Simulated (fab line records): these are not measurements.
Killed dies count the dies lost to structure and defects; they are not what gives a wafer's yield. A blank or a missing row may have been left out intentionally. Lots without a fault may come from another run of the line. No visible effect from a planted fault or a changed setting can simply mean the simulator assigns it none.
Problem report, 8D (eight disciplines) form, completed by code    flow n5 finfet    the parts of the form that need people (team, actions taken, sign-off) are left out

## 1. THE ISSUE
Across 6 wafers from 2 lots, MD_CAP_THK at N5_MOL_CONTACT_COAG_THK_MEAS_29 averages 18.73 nm, while fault-free wafers read 17.93 nm with a standard deviation of 0.093. Relative to the usual mean, that is a shift of +8.6 standard deviations.
The first sign was on wafer L793.1 at day 9 00:16, on film metro-01. Wafers with a number at this step in the record: 24, from 8 lots. Rule for "out" (also "out of limits"): further than 4 standard deviations from the usual mean. Any other wafer with a number is counted as sound.

## 2. WHAT THIS IS AND IS NOT
question                     is                            is not
which readings at this step  MD_CAP_THK                    -
which lots                   L793, L794                    L780, L785, L787, L788, L789, L801
which wafers of those lots   all that have a number        -
read on which gauges         film metro-01, film metro-02  -
when                         from day 9 00:16              up to then (15 sound wafers); but 3 sound wafers of L801 came after

## 3. WHAT RULES OUT EACH SUSPECT
Counting: a tool at any process step up to the reading remains a suspect when it ran all the lots that are out and ran no sound lot after the first of those.
- the gauge at N5_MOL_CONTACT_COAG_THK_MEAS_29 has been ruled out. 2 gauges (film metro-01, film metro-02) read the wafers that are out.
- ald metal-02 at N5_MOL_CONTACT_COAG_ALD_20 (deposits TiN, target thk 1.5 nm, pulse time 1 s, purge time 3 s): kept. All lots that are out passed through it, beginning with L793 at day 8 14:10, and no sound lot followed; its final sound lot before that point was L789 at day 7 14:57.
- cmp-02 at N5_MOL_CONTACT_COAG_CMP_23 (polishes, stops on SiO2, t overpolish 1.5 s, target thk 0 nm): kept. All lots that are out passed through it, beginning with L793 at day 8 20:19, and no sound lot followed; its final sound lot before that point was L789 at day 7 19:57. Out on those wafers are its own readings of head pressure psi.
Remaining after the count are ald metal-02 at N5_MOL_CONTACT_COAG_ALD_20 and cmp-02 at N5_MOL_CONTACT_COAG_CMP_23.

## 4. THE CAUSE (what the simulator had put in)
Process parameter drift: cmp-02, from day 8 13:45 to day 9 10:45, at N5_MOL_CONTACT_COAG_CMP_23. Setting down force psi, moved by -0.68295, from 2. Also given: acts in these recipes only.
2 suspects survive the count, and this tool is in that group.

## 5. SEQUENCE OF EFFECTS, ordered by route
Rows list readings where the struck wafers' mean (over those with a number) sits beyond 3 standard deviations from the usual. Only readings for which the record gives a usual standard deviation are gone through. hours: the time from each lot's start at the first step in this table that gives one to its start at this step, as a median over the lots. sigmas: the change in usual standard deviations.
hours  step                             reading            usual      on struck wafers  change  sigmas
0      N5_MOL_CONTACT_COAG_CMP_23       head pressure psi  2.000 psi  1.316             -0.684  -99 or more
3      N5_MOL_CONTACT_COAG_THK_MEAS_29  MD_CAP_THK         17.93 nm   18.73             +0.80   +8.6
6      N5_MOL_CONTACT_COAG_ETCH_47      etch rf on time s  31.2 s     32.7              +1.5    +3.8
Its process steps:
- N5_MOL_CONTACT_COAG_CMP_23: polishes, stops on SiO2, t overpolish 1.5 s, target thk 0 nm.
- N5_MOL_CONTACT_COAG_ETCH_47: etches SiNx in CH3F/O2, stops on W, target depth 27 nm.
At these later measuring or inspecting steps, every struck wafer for which the step has a row has a number for every such reading, and none has moved that far: N5_BEOL_M4_RC_MEAS_101.

## 6. HOW IT WOULD HAVE BEEN CAUGHT EARLIER
The first out-of-limits reading at a measuring or inspecting step in this record came at day 9 00:16, 11 hours after the fault's start at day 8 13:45.
At N5_MOL_CONTACT_COAG_CMP_23, the tool's own readings (head pressure psi) were out on each struck wafer the step has a row for, so an alarm limit on them would have fired on the first such wafer.
L794, from the lots that are out (2), started N5_MOL_CONTACT_COAG_CMP_23 on cmp-02 later than day 9 00:16. Had the tool been put on hold then, it would have been spared.
